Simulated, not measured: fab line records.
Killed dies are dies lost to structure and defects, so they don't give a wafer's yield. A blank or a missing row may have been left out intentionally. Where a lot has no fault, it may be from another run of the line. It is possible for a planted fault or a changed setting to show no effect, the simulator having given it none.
fab line records | flow n5Finfet
record: lots: 10 | wafers: 30 | lastDay: 17
route steps=1938 shown BEOL_M8@1332
lots that met no fault: from a run of the same line without faults
startH: hours from the record's opening day to when the first of the lot's shown wafers began | waitH: hours elapsed since this lot's preceding step | " repeats the value in the row above | L1.1+2: several wafers, shown together as one row | - value missing, or start not given | * or withheld: withheld | < > ~ a bound
route shown NAME@n: names a module that has steps shown in the file, with the first one's number in the route | usual: mean and standard deviation over wafers with no fault | same: alike in all rows | chamber/n: place in a boat | sites: each site's reading | _std_site: standard deviation of those values | _edge_site: inner sites' mean taken away from outer sites' mean | radiusMm: for every site, how far away it sits from the centre of the wafer | mask NAME#n: copy n | behind: the most recent tool/chamber to have shaped the wafer | hold: why the lot was held/for how many hours/how that ended | device: which transistor (n, p or np) failed to switch | end of line: the route-end tests of the same wafers | a step without rows: its recipe alone | killed: the dies lost at the first sort to structure and to defects; this is not the yield of the wafer | map: shows each die of a wafer: x if killed, . if not, _ if none is there
set.NAME: the run value of the setting; set.NAME@STEP: its run value at that earlier step | model.NAME: the simulator's own value behind a step, which no gauge read
route steps across a sampled set of lots; one table per step, one row per wafer
services: the hour from which a tool's chamber was out of use, counted from the record's first day as startH (under 0 if before that day), plus the number of hours and why
== steps ==
step: N5_BEOL_M8_ILD_DEP_00
recipe: material: SiCOH_lowk | targetThkA: 1797.5 | tempC: 300 | precursor: DEMS/porogen | pressureTorr: 5 | rfW: 500 | timeS: 33.4
usual: heaterPowerOuterW: 142/26 | heaterPowerW: 300/49 | showerheadPlenumPTorr: 5.736/0.016 | throttleValvePct: 13.8/0.67
lot.wafer | tool     | chamber | startH | waitH | heaterPowerOuterW | heaterPowerW | showerheadPlenumPTorr | throttleValvePct
L932.1    | pecvd-04 | 1       | 206.77 | 0.0   | 157               | 372          | 5.729                 | 13.0
L932.2    | "        | 0       | "      | "     | 107               | 241          | 5.723                 | 14.6
L932.3    | "        | 2       | "      | "     | 190               | 381          | 5.752                 | 13.3
L936.2    | pecvd-01 | 1       | 233.96 | 0.0   | 143               | 293          | 5.723                 | 13.9
L936.3    | "        | 2       | "      | "     | 135               | 290          | 5.739                 | 13.3
L936.4    | "        | 0       | "      | "     | 192               | 360          | 5.706                 | 13.8
L940.1    | pecvd-01 | 0       | 251.94 | 0.0   | 184               | 374          | 5.714                 | 14.0
L940.4    | "        | 0       | "      | "     | 188               | 369          | 5.708                 | 14.0
L940.5    | "        | 1       | "      | "     | 117               | 260          | 5.722                 | 13.8
L941.1    | pecvd-01 | 1       | 257.40 | 0.0   | 141               | 296          | 5.730                 | 13.9
L941.4    | "        | 1       | "      | "     | 140               | 300          | 5.716                 | 13.8
L941.6    | "        | 0       | "      | "     | 154               | 346          | 5.711                 | 14.1
L944.1    | pecvd-03 | 1       | 265.43 | 0.0   | 94                | 222          | 5.754                 | 14.1
L944.2    | "        | 0       | "      | "     | 161               | 283          | 5.754                 | 14.2
L944.4    | "        | 1       | "      | "     | 100               | 233          | 5.747                 | 14.4
L943.3    | pecvd-04 | 2       | 272.44 | 0.0   | 162               | 360          | 5.752                 | 13.3
L943.5    | "        | 0       | "      | "     | 100               | 234          | 5.737                 | 14.9
L943.6    | "        | 1       | "      | "     | 131               | 331          | 5.734                 | 12.8
L951.4    | pecvd-04 | 2       | 317.71 | 0.1   | 187               | 396          | 5.735                 | 13.5
L951.5    | "        | 1       | "      | "     | 149               | 337          | 5.744                 | 12.9
L951.6    | "        | 0       | "      | "     | 147               | 312          | 5.736                 | 15.0
L953.3    | pecvd-01 | 2       | 327.65 | 0.0   | 115               | 255          | 5.738                 | 13.5
L953.4    | "        | 1       | "      | "     | 117               | 254          | 5.733                 | 13.8
L953.5    | "        | 2       | "      | "     | 115               | 259          | 5.721                 | 13.6
L954.3    | pecvd-01 | 0       | 336.34 | 0.0   | 163               | 350          | 5.710                 | 13.7
L954.5    | "        | 1       | "      | "     | 129               | 278          | 5.721                 | 13.9
L954.6    | "        | 2       | "      | "     | 116               | 264          | 5.738                 | 13.6
L955.1    | pecvd-01 | 1       | 347.54 | 0.0   | 144               | 299          | 5.719                 | 13.7
L955.3    | "        | 2       | "      | "     | 97                | 235          | 5.709                 | 13.3
L955.5    | "        | 2       | "      | "     | 101               | 234          | 5.743                 | 13.5
step: N5_BEOL_M8_THK_MEAS_01
recipe: reads: SiCOH_lowk_of_BEOL_M8_ILD_DEP_00
usual: M8_ILD_THK: 154.8/2.4
lot.wafer | tool         | chamber | startH | waitH | M8_ILD_THK[nm]
L932.1    | filmMetro-01 | -       | 207.34 | 0.4   | 156.6
L932.2    | "            | -       | "      | "     | 151.8
L932.3    | "            | -       | "      | "     | 155.2
L936.2    | filmMetro-01 | -       | 234.59 | 0.4   | 152.2
L936.3    | "            | -       | "      | "     | 153.6
L936.4    | "            | -       | "      | "     | 158.8
L940.1    | filmMetro-02 | -       | 253.00 | 0.8   | 156.1
L940.4    | "            | -       | "      | "     | 157.8
L940.5    | "            | -       | "      | "     | 157.2
L941.1    | filmMetro-01 | -       | 257.98 | 0.4   | 154.2
L941.4    | "            | -       | "      | "     | 155.9
L941.6    | "            | -       | "      | "     | 157.7
L944.1    | filmMetro-02 | -       | 266.00 | 0.4   | 150.4
L944.2    | "            | -       | "      | "     | 150.5
L944.4    | "            | -       | "      | "     | 152.1
L943.3    | filmMetro-01 | -       | 273.02 | 0.3   | 155.0
L943.5    | "            | -       | "      | "     | 156.7
L943.6    | "            | -       | "      | "     | 157.2
L951.4    | filmMetro-02 | -       | 318.27 | 0.2   | 156.1
L951.5    | "            | -       | "      | "     | 161.4
L951.6    | "            | -       | "      | "     | 157.3
L953.3    | filmMetro-02 | -       | 328.23 | 0.3   | 154.0
L953.4    | "            | -       | "      | "     | 154.7
L953.5    | "            | -       | "      | "     | 157.7
L954.3    | filmMetro-02 | -       | 336.92 | 0.3   | 155.7
L954.5    | "            | -       | "      | "     | 156.5
L954.6    | "            | -       | "      | "     | 156.6
L955.1    | filmMetro-01 | -       | 348.60 | 0.8   | 151.6
L955.3    | "            | -       | "      | "     | 153.9
L955.5    | "            | -       | "      | "     | 156.6
step: N5_BEOL_M8_ETCH_65
recipe: chemistry: CF4 | target: SiARC | targetDepthA: 156 | maskMaterial: CAR-EUV | timeS: 26 | ionEnergyEv: 80 | pressureMtorr: 40 | sourceW: 545 | biasW: 36 | Ar_flow_sccm: 100 | cf4FlowSccm: 100 | ends: cleared
usual: cf4FlowSccm: 99.99/0.27 | drypumpMotorCurrentA: 5.8/0.35 | etchRfOnTimeS: 25.8/0.45 | oesProductAu: 0.71/0.076 | rfVppV: 184.3/1.1 | showerheadPlenumPTorr: 2.16/0.079 | throttleValvePct: 15.47/0.15
lot.wafer | tool       | chamber | startH | waitH | cf4FlowSccm | drypumpMotorCurrentA | etchRfOnTimeS | oesProductAu | rfHoursCounterH | rfVppV | showerheadPlenumPTorr | throttleValvePct
L932.1    | rieDiel-03 | 2       | 217.99 | 0.0   | 99.56       | 4.8                  | 25.6          | 0.79         | 8               | 182.3  | 2.10                  | 15.40
L932.2    | "          | 3       | "      | "     | 99.87       | 6.1                  | 26.3          | 0.70         | 75              | 184.6  | 2.16                  | 15.56
L932.3    | "          | 1       | "      | "     | 100.07      | 6.2                  | 26.3          | 0.74         | 31              | 185.5  | 2.18                  | 15.49
L936.2    | rieDiel-04 | 1       | 241.04 | 0.0   | 100.00      | 5.7                  | 25.9          | 0.63         | 197             | 185.4  | 2.22                  | 15.59
L936.3    | "          | 0       | "      | "     | 100.27      | 5.5                  | 25.9          | 0.73         | 51              | 186.5  | 2.28                  | 15.34
L936.4    | "          | 1       | "      | "     | 99.56       | 5.7                  | 26.0          | 0.63         | -               | 185.1  | 2.22                  | 15.60
L940.1    | rieDiel-04 | 2       | 257.00 | 0.0   | 100.18      | 6.2                  | 26.0          | 0.83         | 6               | 184.0  | 2.11                  | 15.32
L940.4    | "          | 1       | "      | "     | 100.25      | 5.7                  | 25.9          | 0.63         | 203             | 184.5  | 2.21                  | 15.61
L940.5    | "          | 3       | "      | "     | 99.99       | 5.4                  | 25.4          | 0.69         | -               | 183.4  | 2.07                  | 15.46
L941.1    | rieDiel-02 | 3       | 260.80 | 0.0   | 99.90       | 6.3                  | 26.7          | 0.59         | 233             | 185.0  | 2.20                  | 15.46
L941.4    | "          | 0       | "      | "     | 99.55       | 5.9                  | 25.4          | 0.72         | 85              | 183.3  | 2.16                  | 15.47
L941.6    | "          | 3       | "      | "     | 99.91       | 6.3                  | 26.9          | 0.58         | -               | 184.2  | 2.20                  | 15.47
L944.1    | rieDiel-04 | 0       | 269.78 | 0.0   | 70.09       | 5.5                  | 27.0          | 0.70         | 65              | 185.4  | 2.04                  | 14.13
L944.2    | "          | 2       | "      | "     | 69.63       | 6.3                  | 27.4          | 0.80         | 12              | 183.3  | 1.89                  | 14.07
L944.4    | "          | 3       | "      | "     | 70.34       | 5.5                  | 26.7          | 0.66         | 96              | 184.9  | 1.86                  | 14.22
L943.3    | rieDiel-04 | 3       | 278.37 | 0.0   | 70.38       | 5.5                  | 26.7          | 0.66         | 98              | 184.2  | 1.85                  | 14.20
L943.5    | "          | 0       | "      | "     | 69.90       | 5.5                  | 26.7          | 0.71         | -               | 185.1  | 2.04                  | 14.13
L943.6    | "          | 1       | "      | "     | 70.49       | 5.7                  | 27.4          | 0.60         | -               | 185.2  | 1.98                  | 14.37
L951.4    | rieDiel-03 | 0       | 323.96 | 0.0   | 99.99       | 5.8                  | 25.6          | 0.74         | 52              | 184.3  | 2.10                  | 15.46
L951.5    | "          | 2       | "      | "     | 100.20      | 4.8                  | 25.6          | 0.74         | -               | 183.3  | 2.09                  | 15.44
L951.6    | "          | 3       | "      | "     | 100.10      | 6.1                  | 26.6          | 0.67         | -               | 183.8  | 2.15                  | 15.63
L953.3    | rieDiel-02 | 1       | 333.23 | 0.0   | 99.98       | 5.6                  | 24.9          | 0.76         | 33              | 187.0  | 2.26                  | 15.34
L953.4    | "          | 2       | "      | "     | 100.26      | 5.9                  | 25.7          | 0.60         | 226             | 183.3  | 2.03                  | 15.76
L953.5    | "          | 2       | "      | "     | 99.89       | 5.9                  | 25.7          | 0.60         | -               | 182.5  | 2.03                  | 15.76
L954.3    | rieDiel-02 | 2       | 340.90 | 0.0   | 100.17      | 5.9                  | 26.0          | 0.60         | 229             | 182.4  | 2.03                  | 15.77
L954.5    | "          | 1       | "      | "     | 100.03      | 5.6                  | 25.3          | 0.76         | -               | 184.0  | 2.26                  | 15.34
L954.6    | "          | 0       | "      | "     | 99.72       | 5.9                  | 25.7          | 0.69         | -               | 184.2  | 2.15                  | 15.53
L955.1    | rieDiel-02 | 3       | 351.20 | 0.0   | 100.10      | 6.2                  | 26.0          | 0.81         | 7               | 185.0  | 2.19                  | 15.07
L955.3    | "          | 1       | "      | "     | 100.09      | 5.6                  | 25.4          | 0.74         | 41              | 185.7  | 2.26                  | 15.35
L955.5    | "          | 3       | "      | "     | 100.24      | 6.3                  | 25.8          | 0.82         | -               | 184.3  | 2.19                  | 15.08
step: N5_BEOL_M8_VIA_ETCH_34
recipe: chemistry: C4F6/O2 | target: SiCOH_lowk | targetDepthA: 1255 | maskMaterial: SOC | taperDeg: 4 | timeS: 50.5 | ionEnergyEv: 250 | pressureMtorr: 30 | sourceW: 345 | biasW: 185 | Ar_flow_sccm: 300 | C4F6_flow_sccm: 10 | O2_flow_sccm: 10
usual: drypumpMotorCurrentA: 5.8/0.35 | oes_ar_750_au: 0.83/0.087 | oes_o_777_au: 0.82/0.091 | oesProductAu: 0.83/0.09 | rfVppV: 668/17 | showerheadPlenumPTorr: 2.88/0.1 | throttleValvePct: 20.80/0.14
lot.wafer | tool       | chamber | startH | waitH | drypumpMotorCurrentA | oes_ar_750_au | oes_o_777_au | oesProductAu | rfHoursCounterH | rfVppV | showerheadPlenumPTorr | throttleValvePct
L932.1    | rieDiel-03 | 2       | 218.12 | 0.0   | 4.8                  | 0.94          | 0.95         | 0.93         | 8               | 671    | 2.80                  | 20.79
L932.2    | "          | 3       | "      | "     | 6.1                  | 0.81          | 0.79         | 0.83         | 75              | 689    | 2.87                  | 20.82
L932.3    | "          | 1       | "      | "     | 6.3                  | 0.88          | 0.88         | 0.88         | 31              | 679    | 2.93                  | 20.98
L936.2    | rieDiel-04 | 1       | 241.17 | 0.0   | 5.7                  | 0.74          | 0.73         | 0.74         | 197             | 673    | 2.96                  | 20.88
L936.3    | "          | 0       | "      | "     | 5.5                  | 0.86          | 0.84         | 0.87         | 51              | 680    | 3.03                  | 20.75
L936.4    | "          | 1       | "      | "     | 5.7                  | 0.73          | 0.73         | 0.73         | -               | 672    | 2.96                  | 20.87
L940.1    | rieDiel-04 | 2       | 257.13 | 0.0   | 6.3                  | 0.96          | 0.98         | 0.99         | 6               | 662    | 2.82                  | 20.76
L940.4    | "          | 1       | "      | "     | 5.7                  | 0.73          | 0.73         | 0.74         | 203             | 672    | 2.95                  | 20.91
L940.5    | "          | 3       | "      | "     | 5.5                  | 0.81          | 0.81         | 0.80         | -               | 634    | 2.75                  | 20.68
L941.1    | rieDiel-02 | 3       | 260.93 | 0.0   | 6.3                  | 0.68          | 0.67         | 0.68         | 233             | 688    | 2.93                  | 20.70
L941.4    | "          | 0       | "      | "     | 5.9                  | 0.84          | 0.82         | 0.85         | 85              | 685    | 2.88                  | 20.79
L941.6    | "          | 3       | "      | "     | 6.3                  | 0.68          | 0.67         | 0.68         | -               | 685    | 2.93                  | 20.70
L944.1    | rieDiel-04 | 0       | 269.91 | 0.0   | 5.5                  | 0.84          | 0.82         | 0.84         | 65              | 678    | 3.03                  | 20.79
L944.2    | "          | 2       | "      | "     | 6.3                  | 0.95          | 0.97         | 0.95         | 12              | 665    | 2.82                  | 20.79
L944.4    | "          | 3       | "      | "     | 5.5                  | 0.80          | 0.81         | 0.79         | 96              | 634    | 2.75                  | 20.69
L943.3    | rieDiel-04 | 3       | 278.49 | 0.0   | 5.6                  | 0.80          | 0.81         | 0.79         | 98              | 634    | 2.75                  | 20.68
L943.5    | "          | 0       | "      | "     | 5.6                  | 0.84          | 0.82         | 0.85         | -               | 679    | 3.03                  | 20.77
L943.6    | "          | 1       | "      | "     | 5.7                  | 0.73          | 0.72         | 0.72         | -               | 672    | 2.95                  | 20.90
L951.4    | rieDiel-03 | 0       | 324.09 | 0.0   | 5.8                  | 0.85          | 0.84         | 0.85         | 52              | 676    | 2.79                  | 20.84
L951.5    | "          | 2       | "      | "     | 4.8                  | 0.87          | 0.88         | 0.86         | -               | 672    | 2.79                  | 20.85
L951.6    | "          | 3       | "      | "     | 6.1                  | 0.78          | 0.76         | 0.80         | -               | 686    | 2.85                  | 20.86
L953.3    | rieDiel-02 | 1       | 333.36 | 0.0   | 5.6                  | 0.89          | 0.91         | 0.90         | 33              | 661    | 3.00                  | 20.59
L953.4    | "          | 2       | "      | "     | 5.9                  | 0.71          | 0.72         | 0.70         | 226             | 639    | 2.71                  | 21.02
L953.5    | "          | 2       | "      | "     | 5.9                  | 0.71          | 0.72         | 0.70         | -               | 641    | 2.71                  | 21.03
L954.3    | rieDiel-02 | 2       | 341.03 | 0.0   | 5.9                  | 0.71          | 0.72         | 0.70         | 229             | 640    | 2.71                  | 21.04
L954.5    | "          | 1       | "      | "     | 5.6                  | 0.89          | 0.93         | 0.87         | -               | 661    | 3.00                  | 20.61
L954.6    | "          | 0       | "      | "     | 5.9                  | 0.80          | 0.78         | 0.81         | -               | 683    | 2.86                  | 20.86
L955.1    | rieDiel-02 | 3       | 351.33 | 0.0   | 6.3                  | 0.94          | 0.91         | 0.96         | 7               | 686    | 2.92                  | 20.46
L955.3    | "          | 1       | "      | "     | 5.6                  | 0.89          | 0.90         | 0.87         | 41              | 660    | 3.00                  | 20.62
L955.5    | "          | 3       | "      | "     | 6.3                  | 0.95          | 0.91         | 0.98         | -               | 685    | 2.92                  | 20.47
== services ==
tool       | chamber | startH | hours | kind
pecvd-01   | 1       | 194.67 | 2.1   | scheduledDown
pecvd-03   | 2       | 202.38 | -     | clean
pecvd-03   | 2       | 202.38 | -     | consumableReplace:showerhead
pecvd-03   | 2       | 202.38 | 29.0  | scheduledDown
pecvd-03   | 2       | 202.38 | 29.0  | ventCycle
rieDiel-03 | -       | 212.07 | 0.1   | repair
rieDiel-04 | 2       | 216.41 | -     | clean
rieDiel-04 | 2       | 216.41 | -     | consumableReplace:focusRing
rieDiel-04 | 2       | 216.41 | 23.9  | scheduledDown
rieDiel-04 | 2       | 216.41 | 23.9  | ventCycle
rieDiel-02 | 1       | 219.16 | -     | clean
rieDiel-02 | 1       | 219.16 | -     | consumableReplace:focusRing
rieDiel-02 | 1       | 219.16 | -     | consumableReplace:showerhead
rieDiel-02 | 1       | 219.16 | 21.4  | scheduledDown
rieDiel-02 | 1       | 219.16 | 21.4  | ventCycle
rieDiel-03 | -       | 223.88 | 15.6  | pm
pecvd-03   | 2       | 233.23 | 2.1   | scheduledDown
rieDiel-04 | 3       | 238.86 | 7.2   | repair
rieDiel-02 | 3       | 311.75 | -     | clean
rieDiel-02 | 3       | 311.75 | -     | consumableReplace:focusRing
rieDiel-02 | 3       | 311.75 | 20.7  | scheduledDown
rieDiel-02 | 3       | 311.75 | 20.7  | ventCycle
pecvd-03   | 1       | 349.09 | 5.5   | scheduledDown
rieDiel-02 | 0       | 349.30 | 4.2   | repair
== key ==
firstSign: step: N5_BEOL_M8_ETCH_65 | reading: cf4FlowSccm | direction: down | sigmas: 99+ | usual: 99.99 | struck: 70.14
effect: step: N5_BEOL_M8_ETCH_65 | reading: throttleValvePct | direction: down | sigmas: 8.7 | usual: * | struck: *
metAt N5_BEOL_M8_ETCH_65
struckLots L943,L944
notActingAt N5_BEOL_M8_ILD_DEP_00,N5_BEOL_M8_THK_MEAS_01,N5_BEOL_M8_VIA_ETCH_34
onsetBetween 257.00 269.78
fault: kind: processParameterDrift | tool: rieDiel-04 | chamber: - | onsetH: 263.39 | steps: N5_BEOL_M8_ETCH_65 | channel: cf4FlowSccm | offset: -30 | shape: step | endH: 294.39 | actsIn: theseRecipesOnly | stated: 100
